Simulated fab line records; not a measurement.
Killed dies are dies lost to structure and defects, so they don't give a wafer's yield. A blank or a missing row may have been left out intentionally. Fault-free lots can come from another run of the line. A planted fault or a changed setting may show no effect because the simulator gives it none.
A struck lot beside a sound one | flow n5 finfet | 14 out of 1938 route steps
Sound: wafers L374.1, L374.3, L374.6. Struck: wafer L373.3. (L373.1, L373.5 of the same lot were not struck and are left out.) The cause comes at the end.
Each step with rows lists, per side, the tool, then ch with its chambers, then its first start. Under that, the readings that differ: sound wafers | struck wafers | difference of the means | sigmas: that difference in standard deviations of wafers without a fault.
alike: words and numbers the same on both sides, and readings whose means are apart by under 2 such deviations; not compared: readings that were withheld, readings missing a value for some wafer, numbers with overlapping values and no deviation given by the record, and bounds like >300 which may hide the same value.
The two part at a step that has a row with sigmas, a row that says differs or no value, or rows on one side only. When numbers do not overlap yet have no deviation, they are printed without sigmas and do not part them. Lack of a reading on every wafer of one side parts them only where that side has two or more wafers.

N5_BEOL_M6_OVL_MEAS_29:
  sound on overlay-02 ch 0, day 10 08:10; struck on overlay-02 ch 0, day 10 08:20
  alike: V5_OVL
N5_BEOL_M6_INSPECT_30: inspects for defects (brightfield).
  sound on defect inspect-01, day 10 08:13; struck on defect inspect-01, day 10 08:23
  reading          | sound       | struck | difference | sigmas
  raw defect count | 577 427 420 | 797    | +322       | +3
N5_BEOL_M6_DESCUM_33: chemistry O2, time 7 s.
  sound on rie diel-03 ch 1,2,3, day 10 08:34; struck on rie diel-04 ch 1, day 10 08:52
  alike: drypump motor current A, o2 flow sccm, oes product au, rf vpp V, showerhead plenum p Torr, throttle valve pct
  not compared: rf hours counter h
N5_BEOL_M6_ETCH_72: etches underlayer in N2/H2, target depth 6.5 nm, time 5.2 s.
  sound on rie diel-03 ch 1,2,3, day 10 08:36; struck on rie diel-04 ch 1, day 10 08:54
  alike: drypump motor current A, etch rf on time s, oes product au, rf vpp V, showerhead plenum p Torr, throttle valve pct
  not compared: rf hours counter h
then, 4 steps without rows for these wafers: N5_BEOL_M6_ETCH_65 (etches SiARC in CF4, target depth 15.6 nm, time 26 s); N5_BEOL_M6_ETCH_66 (etches SOC in N2/H2, target depth 80 nm, overetch 16 nm, time 120 s); N5_BEOL_M6_STRIP_69 (strips in N2/H2); N5_BEOL_M6_STRIP_73 (strips in N2/H2).
N5_BEOL_M6_VIA_ETCH_34: etches SiCOH lowk in C4F6/O2, target depth 126.3 nm, time 50.9 s.
  sound on rie diel-03 ch 1,2,3, day 10 08:44; struck on rie diel-04 ch 1, day 10 09:02
  alike: drypump motor current A, oes product au, rf vpp V, run length s, showerhead plenum p Torr, throttle valve pct
  not compared: rf hours counter h
then, 1 step without rows for these wafers: N5_BEOL_M6_STRIP_76 (strips in C4F6/O2).
N5_BEOL_M6_STRIP_36: strips in N2/H2.
  sound on rie diel-03 ch 1,2,3, day 10 08:47; struck on rie diel-04 ch 1, day 10 09:06
  alike: drypump motor current A, oes product au, rf vpp V, showerhead plenum p Torr, throttle valve pct
  not compared: rf hours counter h
N5_BEOL_M6_TRENCH_ETCH_37: etches SiCOH lowk in C4F6/O2, target depth 94.435 nm, time 31.5 s.
  sound on rie diel-03 ch 1,2,3; struck on rie diel-04 ch 1
  reading          | sound          | struck | difference | sigmas
  run length s (s) | 54.0 54.0 53.9 | 55.1   | +1.1       | +2
  alike: drypump motor current A, oes product au, rf vpp V, showerhead plenum p Torr, throttle valve pct
  not compared: rf hours counter h
N5_BEOL_M6_ETCH_41: etches SiCN in CH3F/O2, target depth 29.7 nm, time 52 s.
  sound on rie diel-03 ch 1,2,3, day 10 08:52; struck on rie diel-04 ch 1, day 10 09:10
  reading                  | sound             | struck | difference | sigmas
  rf vpp V (V)             | 297.8 297.3 298.6 | 294.9  | -3.0       | -3
  run length s (s)         | 74.3 74.9 74.4    | 69.3   | -5.2       | -10
  model.etch.depth nm (nm) | 20 19.5 20.29     | 17.61  | -2.32      |
  alike: drypump motor current A, oes product au, showerhead plenum p Torr, throttle valve pct
  not compared: rf hours counter h
then, 1 step without rows for these wafers: N5_BEOL_M6_STRIP_80 (strips in N2/H2, time 10 s).

## WHERE THEY PART
At N5_BEOL_M6_INSPECT_30 first; at N5_BEOL_M6_ETCH_41 last (within this record only).

WHY: whatever the simulator had introduced
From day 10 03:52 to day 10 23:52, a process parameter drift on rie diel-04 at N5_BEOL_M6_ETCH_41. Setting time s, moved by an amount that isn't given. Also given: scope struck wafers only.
